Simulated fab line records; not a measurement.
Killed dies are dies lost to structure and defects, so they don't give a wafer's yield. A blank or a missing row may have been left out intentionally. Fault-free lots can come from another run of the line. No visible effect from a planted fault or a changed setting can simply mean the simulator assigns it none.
Chamber matching || flow nand-harc || rie-si-04 running NHARC_A_CHANNEL_FILL_D2_ETCHBACK_19: 4 sister chambers
The step etches the open film in HBr/Cl2, target depth 5 nm, time 1.7 s. 4 wafers are shown with their chamber, then 8 later ones without.

WAFERS WITH THEIR CHAMBER
{"wafer": "L079.5", "chamber": 3, "drypump-motor-current-A (A)": 6.1}
{"wafer": "L087.1", "chamber": 0, "drypump-motor-current-A (A)": 5.8}
{"wafer": "L087.6", "chamber": 2, "drypump-motor-current-A (A)": 5.3}
{"wafer": "L089.1", "chamber": 1, "drypump-motor-current-A (A)": 6.6}

WAFERS WHOSE CHAMBER IS MISSING
{"wafer": "L089.4", "drypump-motor-current-A (A)": 5.8}
{"wafer": "L089.5", "drypump-motor-current-A (A)": 6.6}
{"wafer": "L091.1", "drypump-motor-current-A (A)": 6.1}
{"wafer": "L091.2", "drypump-motor-current-A (A)": 5.3}
{"wafer": "L091.3", "drypump-motor-current-A (A)": 5.9}
{"wafer": "L091.4", "drypump-motor-current-A (A)": 6.5}
{"wafer": "L091.5", "drypump-motor-current-A (A)": 6.5}
{"wafer": "L091.6", "drypump-motor-current-A (A)": 5.3}

WHICH CHAMBER EACH WENT THROUGH
{"wafer": "L089.4", "from the rows above": 0, "in truth": 0}
{"wafer": "L089.5", "from the rows above": 1, "in truth": 1}
{"wafer": "L091.1", "from the rows above": 3, "in truth": 3}
{"wafer": "L091.2", "from the rows above": 2, "in truth": 2}
{"wafer": "L091.3", "from the rows above": "can't be placed: 0 or 3", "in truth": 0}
{"wafer": "L091.4", "from the rows above": 1, "in truth": 1}
{"wafer": "L091.5", "from the rows above": 1, "in truth": 1}
{"wafer": "L091.6", "from the rows above": 2, "in truth": 2}
Correct placement for 7 of the 8. Unplaceable from these rows: 1, with the true chamber sitting among the candidates in 1. Number placed wrongly: 0.
How it was worked out, from the rows above alone: a wafer's distance from a chamber is the root of the sum, over the readings, of the square of ((its reading less the chamber's mean) divided by the reading's scatter). If the next closest chamber is less than 2 further off than the closest, the wafer can't be placed; otherwise it belongs to the closest. For every chamber, the mean is computed from those of its wafers that are shown. The scatter: with one shown wafer a chamber, the root of the mean of the squares of how far each hidden wafer lies from its nearest shown one.
